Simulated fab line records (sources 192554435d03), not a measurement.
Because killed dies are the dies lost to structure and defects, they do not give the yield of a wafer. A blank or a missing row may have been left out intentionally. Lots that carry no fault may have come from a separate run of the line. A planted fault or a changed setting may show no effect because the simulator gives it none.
Chamber matching    flow n5 finfet    3 sister chambers for N5_BEOL_M4_CO_CAP_55 on cvd co-02
The step material Co, precursor CCTBA/H2, target thk 2 nm, time 102.1 s. 3 wafers are shown with their chamber, then 7 later ones without.

WAFERS WITH THEIR CHAMBER
wafer   chamber  heater power w (W)
L169.2  0        261
L172.1  2        248
L174.1  1        231

WAFERS WHOSE CHAMBER IS MISSING
wafer   heater power w (W)
L174.2  264
L174.6  250
L176.1  253
L176.3  257
L185.1  255
L185.2  228
L185.4  264

CHAMBER TAKEN BY EACH
wafer   from the rows above      in truth
L174.2  0                        0
L174.6  2                        2
L176.1  can't be placed: 2 or 0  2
L176.3  can't be placed: 0 or 2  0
L185.1  can't be placed: 0 or 2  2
L185.2  1                        1
L185.4  0                        0
Placed correctly: 4 of 7. Cannot be placed on the basis of these rows: 3; the candidates contain the true chamber in 3. Wrongly placed: 0.
How it was worked out, from the rows above alone: a wafer's distance from a chamber is the root of the sum, over the readings, of the square of ((its reading less the chamber's mean) divided by the reading's scatter). The wafer belongs to the nearest chamber; if the next one is less than 2 further off, it can't be placed. For every chamber, the mean is computed from those of its wafers that are shown. The scatter: with one shown wafer a chamber, the root of the mean of the squares of how far each hidden wafer lies from its nearest shown one.
